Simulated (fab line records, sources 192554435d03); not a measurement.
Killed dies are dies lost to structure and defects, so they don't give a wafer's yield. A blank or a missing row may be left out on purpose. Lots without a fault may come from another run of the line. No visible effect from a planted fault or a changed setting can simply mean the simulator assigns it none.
Chamber matching ; flow n5Finfet ; N5_BEOL_M4_STRIP_66 on rieDiel-03: 4 sister chambers
The step strips in CF4. 8 wafers are shown with their chamber, then 9 later ones without.

## WAFERS, EACH WITH ITS CHAMBER
wafer;chamber;drypumpMotorCurrentA (A);throttleValvePct (%)
L081.6;0;5.8;13.41
L087.3;0;5.8;13.43
L088.1;3;6.3;13.82
L088.2;1;5.1;13.72
L088.4;2;6.6;13.37
L091.4;1;5.2;13.76
L091.5;3;6.3;13.84
L091.6;2;6.6;13.38

## WAFERS MISSING THEIR CHAMBER
wafer;drypumpMotorCurrentA (A);throttleValvePct (%)
L092.1;6.6;13.43
L092.2;6.3;13.84
L092.4;6.6;13.41
L096.1;6.6;13.44
L096.5;6.6;13.43
L096.6;6.3;13.85
L097.1;6.3;13.87
L097.2;6.6;13.42
L097.6;6.6;13.45

## THE CHAMBER EACH PASSED THROUGH
wafer;from the rows above;in truth
L092.1;2;2
L092.2;3;3
L092.4;2;2
L096.1;2;2
L096.5;2;2
L096.6;3;3
L097.1;3;3
L097.2;2;2
L097.6;2;2
Correct placement for 9 of the 9. Left unplaced by these rows: 0. Number placed wrongly: 0.
How it was worked out, from the rows above alone: a wafer's distance from a chamber is the root of the sum, over the readings, of the square of ((its reading less the chamber's mean) divided by the reading's scatter). If the next closest chamber is less than 2 further off than the closest, the wafer can't be placed; otherwise it belongs to the closest. Each chamber's mean is taken over the wafers shown for it. The scatter: the root of (the sum of the squares of (reading less its chamber's mean) over the shown wafers, divided by (wafers less chambers)).
